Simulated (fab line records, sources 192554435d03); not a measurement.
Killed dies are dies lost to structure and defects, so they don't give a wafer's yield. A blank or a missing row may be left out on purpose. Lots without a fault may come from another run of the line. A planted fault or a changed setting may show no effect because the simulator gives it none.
Split-lot experiment | flow n5_finfet | 7 lots, 21 wafers read, on a route of 1938 steps

THE SPLIT
At N5_BEOL_M3_COAT_05 (resist thk 30 nm), the setting spin_rpm was moved away from the recipe's 1500 rpm on 8 of the 21 wafers read, by -11.1% to +9.6%. The other wafers ran this setting at the recipe's value.

FROM THE SPLIT TO THE READING: what the file shows between them, 2 steps
- N5_BEOL_M3_EBR_07
- N5_BEOL_M3_SOFTBAKE_06: time 60 s

THE READING
CAR-EUV_of_BEOL_M3_COAT_05.thk_nm (the simulator's own value, which no gauge read), in nm, at N5_BEOL_M3_DESCUM_16 (chemistry O2, time 7 s). The file gives no usual value for it. The 13 wafers here that ran the recipe average 26.1 nm, standard deviation 0.13 nm.

wafer  | tool, chamber at the split | spin_rpm as run, rpm | against the recipe | CAR-EUV_of_BEOL_M3_COAT_05.thk_nm, nm | against lot-mates on the recipe
L078.1 | litho_track-04, 0          | 1500                 | recipe             | 26                                    | -
L078.5 | litho_track-04, 0          | 1500                 | recipe             | 26                                    | -
L078.6 | litho_track-04, 0          | 1422                 | -5.2%              | 27                                    | +1.0
L079.1 | litho_track-01, 0          | 1500                 | recipe             | 26.2                                  | -
L079.3 | litho_track-01, 0          | 1500                 | recipe             | 26.2                                  | -
L079.5 | litho_track-01, 0          | 1500                 | recipe             | 26.2                                  | -
L085.1 | litho_track-01, 0          | 1644                 | +9.6%              | 24.8                                  | -1.3
L085.5 | litho_track-01, 0          | 1500                 | recipe             | 26                                    | -
L085.6 | litho_track-01, 0          | 1500                 | recipe             | 26.2                                  | -
L087.1 | litho_track-04, 0          | 1500                 | recipe             | 26.2                                  | -
L087.5 | litho_track-04, 0          | 1333                 | -11.1%             | 28                                    | +1.8
L087.6 | litho_track-04, 0          | 1333                 | -11.1%             | 27.8                                  | +1.6
L090.2 | litho_track-04, 0          | 1595                 | +6.3%              | 25.2                                  | -1.0
L090.5 | litho_track-04, 0          | 1595                 | +6.3%              | 25.2                                  | -1.0
L090.4 | litho_track-04, 0          | 1500                 | recipe             | 26.2                                  | -
L092.2 | litho_track-04, 0          | 1500                 | recipe             | 26                                    | -
L092.6 | litho_track-04, 0          | 1500                 | recipe             | 26                                    | -
L092.5 | litho_track-04, 0          | 1500                 | recipe             | 25.8                                  | -
L096.1 | litho_track-01, 0          | 1592                 | +6.1%              | 25.2                                  | -1.0
L096.3 | litho_track-01, 0          | 1592                 | +6.1%              | 25.2                                  | -1.0
L096.4 | litho_track-01, 0          | 1500                 | recipe             | 26.2                                  | -

THE FIT
A straight line over all 21 wafers: CAR-EUV_of_BEOL_M3_COAT_05.thk_nm changes by -0.153 nm for each +1% of spin_rpm; r = -0.99; the points scatter about the line by 0.12 nm.
The same after taking each lot's own level away (the mean of its wafers on the recipe; 21 wafers): -0.154 nm for each +1%; r = -0.99; scatter 0.087 nm.
On that fit, the largest move of spin_rpm shifts the reading by 1.7 nm.
The lots' own levels span 25.93 to 26.20 nm, that is 2.1 times the standard deviation above.
So the lot-to-lot level changes the slope little: the two slopes agree.
Check: with one of the wafers moved furthest among these (-11.1%) left out of the fit, the line predicts +1.69 nm for it against its lot-mates. It came out at +1.8 nm against them.

OTHER SPLITS ON THESE WAFERS
These wafers also went through other splits before the reading. Each is held against what the fit with the lots' levels taken away leaves over:
other split on the same wafers | wafers away from the commonest value | r with CAR-EUV_of_BEOL_M3_COAT_05.thk_nm (lot level and that fit taken away)
N5_BEOL_M1_COAT_05 spin_rpm    | 8                                    | -0.27
N5_BEOL_M2_EXPOSE_08 dose_mj   | 12                                   | -0.06

THE WHOLE CHAIN: every reading that the file lists as answering this split, in the file's order
step                 | what it does           | reading                                                                            | change (the file's fit)               | r (the file's)
N5_BEOL_M3_COAT_05   | resist thk 30 nm       | CAR-EUV_of_BEOL_M3_COAT_05.thk_nm (the simulator's own value, which no gauge read) | -0.16 nm for each +1% of the setting  | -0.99
N5_BEOL_M3_DESCUM_16 | chemistry O2, time 7 s | CAR-EUV_of_BEOL_M3_COAT_05.thk_nm (the simulator's own value, which no gauge read) | -0.153 nm for each +1% of the setting | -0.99

THE FILE'S OWN FIT
CAR-EUV_of_BEOL_M3_COAT_05.thk_nm changes by -0.153 nm for each +1% of spin_rpm, r = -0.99.
